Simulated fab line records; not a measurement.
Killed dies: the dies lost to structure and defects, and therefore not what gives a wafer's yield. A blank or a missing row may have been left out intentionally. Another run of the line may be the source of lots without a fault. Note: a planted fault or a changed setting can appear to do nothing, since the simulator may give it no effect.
fab line records ; flow n5-finfet
record: lots: 5; wafers: 13; last-day: 17
route steps=1938 shown BEOL_M0_SAQP@686 BEOL_M0_CUTY@701 BEOL_M0@715 BEOL_M4@1111 PASSIVATION@1936
lots that met no fault: from a run of the same line without faults
start-h: the number of hours between the record's first day and the start of the first shown wafer of the lot ; wait-h: time in hours since the lot's previous step ; " same as the row above ; L1.1+2: one row covering several wafers at once ; - no value, or no start was given ; * or withheld: withheld ; < > ~ a bound
route shown NAME@n: NAME is a module with steps in the file, n the number in the route of the first one ; usual: mean/standard deviation of fault-free wafers ; same: alike in all rows ; chamber/n: place in a boat ; sites: per-site readings ; _std_site: standard deviation across them ; _edge_site: outer sites' mean less inner sites' ; radius-mm: how far each site lies from the wafer's centre ; mask NAME#n: copy n ; behind: the last tool/chamber to shape the wafer ; hold: why the lot was held/for how many hours/how that ended ; device: whichever transistor did not switch (one of n, p or np) ; end of line: at the end of the route, the tests of the same wafers ; for a step that has no rows: nothing shown but its recipe ; killed: the dies lost at the first sort to structure and to defects; this is not the yield of the wafer ; map: the dies of a wafer, with x for killed, . for not killed, _ for no die there
set.NAME: the setting as run; set.NAME@STEP: as run at that earlier step ; model.NAME: the simulator's own value behind a step, which no gauge read
lots at selected steps of the route; one table per step, one row per wafer
services: the hour from which a tool's chamber was out of use, counted from the record's first day as start-h (under 0 if before that day), plus the number of hours and why
== steps ==
step: N5_BEOL_M0_SAQP_EXPOSE_37
recipe: mask-id: M0_CUT1; na: 0.33; source-shape: annular; sigma-inner: 0.35; sigma-outer: 0.8; polarization: unpolarized; target-cd-nm: 30; dose-mj: 44.75
step: N5_BEOL_M0_SAQP_PEB_38
recipe: peb-temp-c: 100; peb-time-s: 60; resist: CAR-EUV
step: N5_BEOL_M0_SAQP_DEVELOP_39
recipe: develop-time-s: 30; developer: TMAH; resist: CAR-EUV; rinse-liquid: surfactant-rinse; dry: air-spin; dev-temp-c: 23
step: N5_BEOL_M0_SAQP_DESCUM_45
recipe: chemistry: O2; time-s: 7; source-power-w: 50; bias-power-w: 20; pressure-mtorr: 20; rf-frequency-hz: 2.712e+07; temp-c: 40; resist: CAR-EUV; o2-flow-sccm: 225
step: N5_BEOL_M0_SAQP_ETCH_88
recipe: chemistry: N2/H2; target: underlayer; target-depth-a: 65; time-s: 5.2; ion-energy-ev: 200; mask-material: CAR-EUV; pressure-mtorr: 30; source-w: 840; bias-w: 150; n2-flow-sccm: 200; h2-flow-sccm: 200; ends: cleared
step: N5_BEOL_M0_SAQP_ETCH_73
recipe: chemistry: CF4; target: SiARC; target-depth-a: 195; mask-material: CAR-EUV; time-s: 32.5; ion-energy-ev: 80; pressure-mtorr: 40; source-w: 545; bias-w: 36; Ar_flow_sccm: 100; cf4-flow-sccm: 100; ends: cleared
step: N5_BEOL_M0_SAQP_CUT_ETCH_46
recipe: chemistry: N2/H2; target: SOC; target-depth-a: 1350; overetch-a: 270; temp-c: 40; time-s: 202.5; ion-energy-ev: 200; mask-material: SiARC; pressure-mtorr: 30; source-w: 840; bias-w: 150; n2-flow-sccm: 200; h2-flow-sccm: 200
step: N5_BEOL_M0_SAQP_STRIP_74
recipe: chemistry: N2/H2; temp-c: 40; n2-flow-sccm: 200; h2-flow-sccm: 200; rf-frequency-hz: 6e+07
step: N5_BEOL_M0_SAQP_STRIP_89
recipe: chemistry: N2/H2; temp-c: 40; n2-flow-sccm: 200; h2-flow-sccm: 200; rf-frequency-hz: 6e+07
step: N5_BEOL_M0_SAQP_ALD_48
recipe: material: SiO2; target-thk-a: 200; temp-c: 100; ald-precursor-family: BDEAS; ald-co-reactant: O2-plasma; pulse-time-s: 1; co-reactant-pulse-time-s: 1; purge-time-s: 2; co-reactant-purge-time-s: 2; ald-cycles: 139; pressure-torr: 2
usual: ald-cycles: 139/0; heater-power-w: 80/10; precursor-pulse-height-rel: 1.001/0.019
same: co-reactant-pulse-time-s: 1
lot.wafer;tool;chamber;start-h;wait-h;ald-cycles;heater-power-w;precursor-pulse-height-rel;model.SiO2_of_BEOL_M0_SAQP_ALD_48.thk-nm
L129.1;ald-sin-01;1;194.84;0.0;139;66;1.019;20
L129.2;ald-sin-01;2;194.84;0.0;139;81;1.006;20
L129.3;ald-sin-01;0;194.84;0.0;139;72;0.993;20
L133.3;ald-sin-01;3;212.96;0.0;139;74;1.000;20
L133.4;ald-sin-01;2;212.96;0.0;235;80;0.993;33.6
L133.6;ald-sin-01;3;212.96;0.0;139;78;1.003;20
L134.4;ald-sin-01;2;223.28;0.0;235;81;0.999;33.8
L134.5;ald-sin-01;1;223.28;0.0;235;65;1.010;33.8
L136.1;ald-sin-02;0;231.36;0.4;139;103;0.990;19.8
L136.2;ald-sin-02;2;231.36;0.4;139;85;1.012;20
L136.4;ald-sin-02;3;231.36;0.4;139;83;1.017;20
L138.4;ald-sin-01;3;241.68;0.3;235;79;1.023;33.8
L138.6;ald-sin-01;3;241.68;0.3;139;76;0.983;20
step: N5_BEOL_M0_SAQP_ETCH_49
recipe: chemistry: CF4/O2; target-depth-a: 370; target: SiO2; pressure-mtorr: 40; source-w: 535; bias-w: 49; Ar_flow_sccm: 100; cf4-flow-sccm: 100; O2_flow_sccm: 10; ion-energy-ev: 100
step: N5_BEOL_M0_SAQP_STRIP_75
recipe: chemistry: CF4; resist: SiARC; power-w: 300; bias-power-w: 75; pressure-mtorr: 50; cf4-flow-sccm: 150; rf-frequency-hz: 6e+07
step: N5_BEOL_M0_CUTY_COAT_50
recipe: resist: SiARC; temp-c: 220; time-s: 60; spin-rpm: 1500; resist-thk-nm: 15
step: N5_BEOL_M0_CUTY_COAT_51
recipe: resist: CAR-ArF-block; spin-rpm: 1500; resist-thk-nm: 150
step: N5_BEOL_M0_CUTY_EBR_52
recipe: solvent: PGMEA; ebr-width-mm: 1.5
step: N5_BEOL_M0_CUTY_SOFTBAKE_53
recipe: temp-c: 110; time-s: 60; resist: CAR-ArF-block
step: N5_BEOL_M0_CUTY_EXPOSE_54
recipe: mask-id: M0_ABLK; na: 1.35; source-shape: conventional; sigma-outer: 0.8; polarization: unpolarized; dose-mj: 36
step: N5_BEOL_M0_CUTY_PEB_55
recipe: peb-temp-c: 110; peb-time-s: 60; resist: CAR-ArF-block
step: N5_BEOL_M0_CUTY_DEVELOP_56
recipe: develop-time-s: 30; developer: TMAH; resist: CAR-ArF-block; rinse-liquid: diw; dry: air-spin; dev-temp-c: 23
step: N5_BEOL_M0_CUTY_DESCUM_61
recipe: chemistry: O2; time-s: 7.9; source-power-w: 50; bias-power-w: 20; pressure-mtorr: 20; rf-frequency-hz: 2.712e+07; temp-c: 40; resist: CAR-ArF-block; o2-flow-sccm: 225
step: N5_BEOL_M0_CUTY_ETCH_62
recipe: chemistry: CF4; target: SiARC; mask-material: CAR-ArF-block; time-s: 58.5; ion-energy-ev: 80; pressure-mtorr: 40; source-w: 545; bias-w: 36; Ar_flow_sccm: 100; cf4-flow-sccm: 100; ends: cleared
step: N5_BEOL_M0_CUTY_ETCH_63
recipe: chemistry: N2/H2; target: SOC; target-depth-a: 827; overetch-a: 165; mask-material: SiARC; temp-c: 40; ion-energy-ev: 200; time-s: 124; pressure-mtorr: 30; source-w: 840; bias-w: 150; n2-flow-sccm: 200; h2-flow-sccm: 200
step: N5_BEOL_M0_CUTY_STRIP_64
recipe: chemistry: N2/H2; temp-c: 40; n2-flow-sccm: 200; h2-flow-sccm: 200; rf-frequency-hz: 6e+07
step: N5_BEOL_M0_ETCH_138
recipe: chemistry: CH3F/O2; target-depth-a: 120; target: SiCN; time-s: 31.6; ion-energy-ev: 120; pressure-mtorr: 30; source-w: 395; bias-w: 75; Ar_flow_sccm: 150; CH3F_flow_sccm: 30; O2_flow_sccm: 20; ends: cleared
step: N5_BEOL_M0_HM_OPEN_105
recipe: chemistry: Cl2/BCl3; target-depth-a: 120; target: TiN; ion-energy-ev: 150; pressure-mtorr: 10; icp-w: 1000; bias-w: 126; Cl2_flow_sccm: 53.25; bcl3-flow-sccm: 21.75; Ar_flow_sccm: 25
step: N5_BEOL_M0_STRIP_140
recipe: chemistry: CF4; resist: SiARC; power-w: 300; bias-power-w: 75; pressure-mtorr: 50; cf4-flow-sccm: 150; rf-frequency-hz: 6e+07
usual: drypump-motor-current-A: 5.9/0.39; oes-product-au: 0.81/0.091; rf-vpp-V: 270.9/2.1; showerhead-plenum-p-Torr: 1.79/0.077; throttle-valve-pct: 13.54/0.25
lot.wafer;tool;chamber;start-h;wait-h;drypump-motor-current-A;oes-product-au;rf-hours-counter-h;rf-vpp-V;showerhead-plenum-p-Torr;throttle-valve-pct;model.SiO2_of_BEOL_M0_SAQP_ALD_48.thk-nm
L129.1;rie-diel-03;2;196.57;0.3;6.2;0.72;178;269.1;1.65;13.85;12
L129.2;rie-diel-03;0;196.57;0.3;5.6;0.68;234;270.6;1.77;13.63;10.8
L129.3;rie-diel-03;1;196.57;0.3;5.9;0.90;18;272.4;1.83;13.63;11.4
L133.3;rie-diel-06;2;215.93;0.1;6.3;0.94;16;269.4;1.76;13.29;11
L133.4;rie-diel-06;3;215.93;0.1;6.4;0.88;29;270.9;1.76;13.29;19.2
L133.6;rie-diel-06;0;215.93;0.1;5.8;0.79;-;269.3;1.74;13.53;10.8
L134.4;rie-diel-05;1;225.61;0.1;5.9;0.68;213;268.2;1.71;13.46;19
L134.5;rie-diel-05;0;225.61;0.1;5.3;0.70;-;268.3;1.71;14.14;18.8
L136.1;rie-diel-06;1;235.47;0.1;5.3;0.83;58;271.2;1.89;13.40;11.2
L136.2;rie-diel-06;2;235.47;0.1;6.3;0.90;23;271.3;1.76;13.32;11.2
L136.4;rie-diel-06;0;235.47;0.1;5.8;0.79;125;269.2;1.74;13.54;12
L138.4;rie-diel-06;1;246.96;0.4;5.4;0.84;62;273.6;1.89;13.42;18.8
L138.6;rie-diel-06;0;246.96;0.4;5.8;0.78;-;269.7;1.74;13.53;10.4
step: N5_BEOL_M0_STRIP_104
recipe: chemistry: N2/H2; power-w: 450; temp-c: 40; pressure-mtorr: 20; rf-frequency-hz: 6e+07; overash-fraction: 0.3; bias-power-w: 7; h2-frac: 0.5; n2-flow-sccm: 200; h2-flow-sccm: 200
step: N5_BEOL_M4_RC_MEAS_101
usual: DIBL_N: 35.9/1.3; DIBL_P: 36.3/1.5; IOFF_N: 0.153/0.023; IOFF_P: 0.208/0.028; ION_N: 672/9.7; ION_P: 462/6.6; SS_N: 71.5/0.53; SS_P: 73.3/0.59; VT_N: 250.4/2.7; VT_P: -250.5/3
lot.wafer;tool;chamber;start-h;wait-h;DIBL_N[mV/V];DIBL_P[mV/V];IOFF_N[nA/um];IOFF_P[nA/um];ION_N[uA/um];ION_P[uA/um];SS_N[mV/dec];SS_P[mV/dec];VT_N[mV];VT_P[mV]
L129.1;prober-02;0;251.21;0.0;34.2;33.3;0.123;0.186;667;457;70.7;73.0;251.6;-250.0
L129.2;prober-02;0;251.21;0.0;36.8;35.5;0.164;0.214;665;456;71.8;74.4;248.8;-249.2
L129.3;prober-02;0;251.21;0.0;36.4;35.1;0.151;0.211;664;453;72.0;74.2;250.9;-248.5
L134.4;prober-01;0;279.64;0.5;35.7;37.3;0.153;0.196;662;456;71.6;73.7;249.3;-252.0
L134.5;prober-01;0;279.64;0.5;35.0;36.5;0.142;0.182;683;465;70.8;73.4;250.0;-256.8
L133.3;prober-02;0;280.23;0.3;36.5;38.0;0.163;0.219;680;466;71.5;72.6;251.4;-247.4
L133.4;prober-02;0;280.23;0.3;35.6;35.4;0.149;0.193;679;462;70.9;73.3;252.7;-250.8
L133.6;prober-02;0;280.23;0.3;35.5;35.8;0.144;0.198;668;457;71.4;74.0;251.5;-252.0
L136.1;prober-01;0;303.11;0.5;33.3;34.4;0.129;0.212;668;473;70.7;73.2;252.3;-250.3
L136.2;prober-01;0;303.11;0.5;34.7;36.0;0.153;0.238;674;464;71.0;74.1;249.5;-247.3
L136.4;prober-01;0;303.11;0.5;33.8;34.3;0.130;0.206;659;463;70.7;72.8;253.6;-248.2
L138.4;prober-02;0;313.63;0.5;36.5;37.6;0.170;0.213;671;457;72.0;74.4;249.0;-249.0
L138.6;prober-02;0;313.63;0.5;35.9;36.4;0.157;0.202;674;462;71.7;73.3;247.9;-253.1
step: N5_PASSIVATION_PROBE_49
usual: defect-limited-yield: 91.1/1.5; killed_at_M0_to_M3: 35/9.5; killed_at_M4_up: 13/5.2; killed-at-contacts: 12/6.1; killed-at-front-end: 41/14; killed-at-other: 3.8/2.9; killed-dies: 105/17; killed-open: 70/13; killed-short: 33/8.4; sort_bin_5_function: 5.1/0.97; sort_bin_6_memory: 3.4/0.69; sort-n-pass: 1075/17; sort-yield-pct: 91.1/1.5
same: gross-dies: 1180; killed-at-back-side: 0; sort_bin_4_leakage[%]: 0; sort_bin_8_speed[%]: 0
lot.wafer;tool;chamber;start-h;wait-h;defect-limited-yield[%];killed_at_M0_to_M3;killed_at_M4_up;killed-at-contacts;killed-at-front-end;killed-at-other;killed-dies;killed-open;killed-short;sort_bin_5_function[%];sort_bin_6_memory[%];sort-n-pass;sort-yield-pct[%]
L129.1;prober-01;-;355.17;0.0;90.2;43;10;15;42;6;116;76;39;5.5;4.0;1064;90.2
L129.2;prober-01;-;355.22;0.1;90.3;25;12;33;42;2;114;81;32;5.7;3.7;1066;90.3
L129.3;prober-01;-;355.27;0.1;91.6;27;8;25;36;3;99;80;18;5.8;2.5;1081;91.6
L133.3;prober-01;-;384.56;0.1;89.7;26;17;20;55;3;121;79;39;5.0;4.7;1059;89.7
L133.4;prober-01;-;384.61;0.2;90.8;29;22;9;48;1;109;81;27;5.0;4.0;1071;90.8
L133.6;prober-01;-;384.71;0.3;91.3;29;9;13;43;9;103;72;30;4.5;3.6;1077;91.3
L134.4;prober-02;-;385.36;0.2;90.3;30;17;20;46;2;115;78;35;5.3;4.0;1065;90.3
L134.5;prober-02;-;385.41;0.2;92.3;34;4;16;35;2;91;42;48;4.7;2.4;1089;92.3
L136.1;prober-02;-;411.60;0.0;91.2;25;14;16;44;5;104;64;34;5.5;3.0;1076;91.2
L136.2;prober-02;-;411.65;0.1;89.2;34;24;10;54;6;128;87;40;6.5;4.0;1052;89.2
L136.4;prober-02;-;411.75;0.2;92.2;36;10;16;27;3;92;66;19;4.2;3.6;1088;92.2
killed by level:class
L129.1 STI_FIN_REVEAL:geometric-particle:open=15 MOL_CONTACT_COAG:geometric-particle:open=12 FIN_SAQP:geometric-particle:open=9 BEOL_M3:geometric-particle:open=8 BEOL_M0_SAQP:geometric-particle:open=7 BEOL_M0_SAQP:geometric-particle:short=6 BEOL_M1:geometric-particle:open=6 BEOL_M2:geometric-particle:open=6
L129.2 MOL_CONTACT_COAG:geometric-particle:open=21 STI_FIN_REVEAL:geometric-particle:open=19 MOL_CONTACT_COAG:geometric-particle:short=11 BEOL_M0_SAQP:geometric-particle:open=10 BEOL_M4:geometric-particle:open=8 BEOL_M1:geometric-particle:open=6 STI_FIN_REVEAL:geometric-particle:short=4 ILD0:geometric-particle:open=3
L129.3 MOL_CONTACT_COAG:geometric-particle:open=21 STI_FIN_REVEAL:geometric-particle:open=18 DUMMY_GATE:geometric-particle:open=7 BEOL_M1:geometric-particle:open=7 BEOL_M3:geometric-particle:open=6 BEOL_M0_SAQP:geometric-particle:open=5 MOL_CONTACT_COAG:geometric-particle:short=3 BEOL_M0_SAQP:geometric-particle:short=3
L133.3 FIN_SAQP:geometric-particle:open=13 MOL_CONTACT_COAG:geometric-particle:open=13 FIN_SAQP:geometric-particle:short=12 STI_FIN_REVEAL:geometric-particle:open=10 DUMMY_GATE:geometric-particle:open=8 MOL_CONTACT_COAG:geometric-particle:short=7 BEOL_M4:geometric-particle:open=7 BEOL_M0_SAQP:geometric-particle:open=4
L133.4 FIN_SAQP:geometric-particle:open=19 BEOL_M3:geometric-particle:open=10 MOL_CONTACT_COAG:geometric-particle:open=8 BEOL_M4:geometric-particle:open=7 DUMMY_GATE:geometric-particle:open=6 BEOL_M2:geometric-particle:open=6 FIN_SAQP:geometric-particle:short=5 STARTING-WAFER:geometric-particle:open=5
L133.6 FIN_SAQP:geometric-particle:open=11 MOL_CONTACT_COAG:geometric-particle:open=11 BEOL_M3:geometric-particle:open=8 STI_FIN_REVEAL:geometric-particle:open=6 BEOL_M1:geometric-particle:open=6 BEOL_M2:geometric-particle:open=6 DUMMY_GATE:geometric-particle:open=5 BEOL_M4:geometric-particle:open=5
L134.4 MOL_CONTACT_COAG:geometric-particle:open=16 FIN_SAQP:geometric-particle:short=14 STI_FIN_REVEAL:geometric-particle:open=11 BEOL_M4:geometric-particle:open=9 FIN_SAQP:geometric-particle:open=7 BEOL_M2:geometric-particle:open=7 BEOL_M3:geometric-particle:open=5 DUMMY_GATE:geometric-particle:open=4
L134.5 BEOL_M0_SAQP:geometric-particle:short=13 FIN_SAQP:geometric-particle:short=11 MOL_CONTACT_COAG:geometric-particle:open=10 BEOL_M0_SAQP:geometric-particle:open=8 MOL_CONTACT_COAG:geometric-particle:short=6 BEOL_M3:geometric-particle:open=5 STARTING-WAFER:geometric-particle:short=5 STI_FIN_REVEAL:geometric-particle:short=4
L136.1 MOL_CONTACT_COAG:geometric-particle:open=12 GATE_CUT:geometric-particle:short=8 STI_FIN_REVEAL:geometric-particle:open=7 BEOL_M0_SAQP:geometric-particle:open=7 FIN_SAQP:geometric-particle:short=6 BEOL_M3:geometric-particle:short=5 SD_EPI_P:coat-microbubble-printed=5 BEOL_M4:geometric-particle:open=5
L136.2 DUMMY_GATE:geometric-particle:open=13 BEOL_M0_SAQP:geometric-particle:short=12 FIN_SAQP:geometric-particle:open=11 BEOL_M2:geometric-particle:open=10 MOL_CONTACT_COAG:geometric-particle:open=9 FIN_SAQP:geometric-particle:short=8 GATE_CUT:geometric-particle:short=7 BEOL_M0_SAQP:geometric-particle:open=7
L136.4 BEOL_M2:geometric-particle:open=14 MOL_CONTACT_COAG:geometric-particle:open=13 FIN_SAQP:geometric-particle:open=7 BEOL_M0_SAQP:geometric-particle:open=6 BEOL_M3:geometric-particle:open=6 GATE_CUT:geometric-particle:short=5 BEOL_M0_SAQP:geometric-particle:short=4 BEOL_M4:geometric-particle:open=4
== services ==
tool;chamber;start-h;hours;kind
rie-diel-05;2;178.77;4.2;repair
rie-diel-05;3;182.95;-;clean
rie-diel-05;3;182.95;-;consumable-replace:focus-ring
rie-diel-05;3;182.95;-;consumable-replace:showerhead
rie-diel-05;3;182.95;21.1;scheduled-down
rie-diel-05;3;182.95;21.1;vent-cycle
ald-sin-01;3;207.01;1.9;repair
rie-diel-06;3;240.11;5.5;repair
== key ==
first-sign: step: N5_BEOL_M0_SAQP_ALD_48; reading: ald-cycles; direction: up; sigmas: 99+; usual: *; struck: *
effect none on later readings
model-effect: step: N5_BEOL_M0_SAQP_ALD_48; value: SiO2_of_BEOL_M0_SAQP_ALD_48.thk-nm; without: 19.95; struck: 33.75
model-effect: step: N5_BEOL_M0_STRIP_140; value: SiO2_of_BEOL_M0_SAQP_ALD_48.thk-nm; without: 11.2; struck: 18.95
met-at N5_BEOL_M0_SAQP_ALD_48
struck-wafers L133.4,L134.4,L134.5,L138.4
onset-between 194.84 212.96
fault: kind: process-parameter-drift; tool: ald-sin-01; chamber: -; onset-h: 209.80; steps: N5_BEOL_M0_SAQP_ALD_48; channel: ald-cycles; offset: *; shape: step; end-h: 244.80; scope: struck-wafers-only; acts-in: *; stated: *
